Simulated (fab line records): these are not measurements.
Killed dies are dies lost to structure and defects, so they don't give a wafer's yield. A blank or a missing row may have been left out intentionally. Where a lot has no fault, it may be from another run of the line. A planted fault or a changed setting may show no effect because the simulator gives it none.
Which tool was responsible? | flow nandHarc | 6 lots with 18 wafers sampled at 4 steps, on a route of 1159 steps

WHAT THE GAUGES SHOWED, per wafer
NHARC_P_GATE_CD_MEAS_91 targets a cd of 2000 nm.
lot  | measured     | on       | cdNm (nm)
L360 | day 5 22:25  | cdSem-03 | 1999.4 2000.5 1999.8
L362 | day 6 01:51  | cdSem-03 | 2003.8 1999.6 2000.2
L368 | day 7 19:59  | cdSem-02 | 1998.0 1997.2 2000.8
L371 | day 8 12:50  | cdSem-03 | 2190.6 2193.5 2190.9
L372 | day 8 18:32  | cdSem-01 | 1998.8 2002.5 2002.0
L380 | day 10 16:44 | cdSem-01 | 2001.7 1998.4 1998.8

WHICH TOOL RAN EACH LOT (tool, then ch and the chambers of the sampled wafers, then the start)
lot  | NHARC_P_GATE_ETCHBACK_37                     | NHARC_P_GATE_STRIP_112              | NHARC_P_GATE_EXPOSE_88
L360 | rieDiel-02 ch 0,1, day 5 21:25 or earlier    | plasmaAsher-02 ch 0,1, day 5 21:25  | krfScanner-04 ch 0, day 5 22:16
L362 | rieDiel-02 ch 0,1,3, day 6 00:42 or earlier  | plasmaAsher-01 ch 0,1, day 6 00:42  | krfScanner-01 ch 0, day 6 01:41
L368 | rieDiel-05 ch 0,3, day 7 19:00 or earlier    | plasmaAsher-02 ch 0,1, day 7 19:00  | krfScanner-04 ch 0, day 7 19:50
L371 | rieDiel-02 ch 0,2,3, day 8 11:42 or earlier  | plasmaAsher-01 ch 0,1, day 8 11:42  | krfScanner-01 ch 0, day 8 12:41
L372 | rieDiel-05 ch 0,3, day 8 17:29 or earlier    | plasmaAsher-01 ch 0,1, day 8 17:29  | krfScanner-04 ch 0, day 8 18:23
L380 | rieDiel-08 ch 0,1,3, day 10 15:34 or earlier | plasmaAsher-01 ch 0,1, day 10 15:34 | krfScanner-01 ch 0, day 10 16:35
- NHARC_P_GATE_ETCHBACK_37: etches the open film in CHF3/O2, target depth 34.5 nm, time 17.2 s.
- NHARC_P_GATE_STRIP_112: strips in N2/H2, time 200 s.
- NHARC_P_GATE_EXPOSE_88: exposes mask P HVN, target cd 2000 nm.

THE ANSWER, worked out from the rows above alone
Rule: usual is defined by the lots themselves. The widest of any qualifying gaps counts: lots, ordered by their means at a reading, are off when they make up no more than a third of the lots, leave a main group of 4 or more, and stand apart from it by 3 or more times the standard deviation of that group's means. A main group whose means are all the same, to the digits that the tables above print for the reading, isn't used. Also off: a lot with no number at a reading for which 4 or more lots have one. Any other lot the step has rows for is counted as sound.
Off: L371, at NHARC_P_GATE_CD_MEAS_91 (cdNm). The main group: mean 2000.1 nm, standard deviation 0.95.
A tool fits if, at a process step before that reading, it ran every lot that is off, and no sound lot after the first of them. Those tools and the gauges at NHARC_P_GATE_CD_MEAS_91 are tried in the same way. NHARC_P_GATE_ETCHBACK_37 gives no start for some lots, so the hours and the order of its lots are those of NHARC_P_GATE_STRIP_112. 2 tools fit, rieDiel-02 at NHARC_P_GATE_ETCHBACK_37 and cdSem-03 at NHARC_P_GATE_CD_MEAS_91, so this cannot tell which one it is.

WHAT THE SIMULATOR PUT IN
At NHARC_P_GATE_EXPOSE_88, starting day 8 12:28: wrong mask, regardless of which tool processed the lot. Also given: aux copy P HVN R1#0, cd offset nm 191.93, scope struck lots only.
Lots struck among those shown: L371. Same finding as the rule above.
